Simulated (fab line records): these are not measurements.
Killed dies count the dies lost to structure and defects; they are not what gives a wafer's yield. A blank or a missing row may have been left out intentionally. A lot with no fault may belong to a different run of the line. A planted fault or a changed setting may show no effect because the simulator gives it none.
Matching of chambers + flow n5_finfet + rie_diel-03 running N5_SD_EPI_P_ETCHBACK_46: 4 sister chambers
The step etches SiNx in CH3F/O2, stops on SiO2, target depth 17.5 nm. 8 wafers are shown with their chamber, then 8 later ones without.

== WAFERS WITH THEIR CHAMBER ==
| wafer  | chamber | showerhead_plenum_p_Torr (Torr) | rf_vpp_V (V) |
|--------|---------|---------------------------------|--------------|
| L074.3 | 2       | 1.89                            | 295          |
| L081.1 | 2       | 1.88                            | 296          |
| L081.6 | 0       | 2.07                            | 313          |
| L083.5 | 3       | 1.91                            | 278          |
| L085.1 | 0       | 2.06                            | 312          |
| L085.2 | 1       | 2.08                            | 301          |
| L085.6 | 1       | 2.08                            | 301          |
| L090.2 | 3       | 1.90                            | 281          |

== WAFERS MISSING THEIR CHAMBER ==
| wafer  | showerhead_plenum_p_Torr (Torr) | rf_vpp_V (V) |
|--------|---------------------------------|--------------|
| L090.4 | 1.88                            | 293          |
| L090.6 | 1.88                            | 295          |
| L093.1 | 1.90                            | 279          |
| L093.2 | 2.08                            | 300          |
| L093.3 | 2.06                            | 311          |
| L095.1 | 1.87                            | 294          |
| L095.3 | 1.90                            | 280          |
| L095.6 | 1.87                            | 295          |

== CHAMBER TAKEN BY EACH ==
| wafer  | from the rows above | in truth |
|--------|---------------------|----------|
| L090.4 | 2                   | 2        |
| L090.6 | 2                   | 2        |
| L093.1 | 3                   | 3        |
| L093.2 | 1                   | 1        |
| L093.3 | 0                   | 0        |
| L095.1 | 2                   | 2        |
| L095.3 | 3                   | 3        |
| L095.6 | 2                   | 2        |
Correct placement for 8 of the 8. Not placeable from these rows: 0. Number placed wrongly: 0.
How it was worked out, from the rows above alone: a wafer's distance from a chamber is the root of the sum, over the readings, of the square of ((its reading less the chamber's mean) divided by the reading's scatter). The wafer belongs to the nearest chamber; if the next one is less than 2 further off, it can't be placed. A chamber's mean is the mean of its shown wafers. The scatter is the square root of a quotient: the sum, over the shown wafers, of each reading's squared deviation from its chamber's mean, divided by wafers minus chambers.
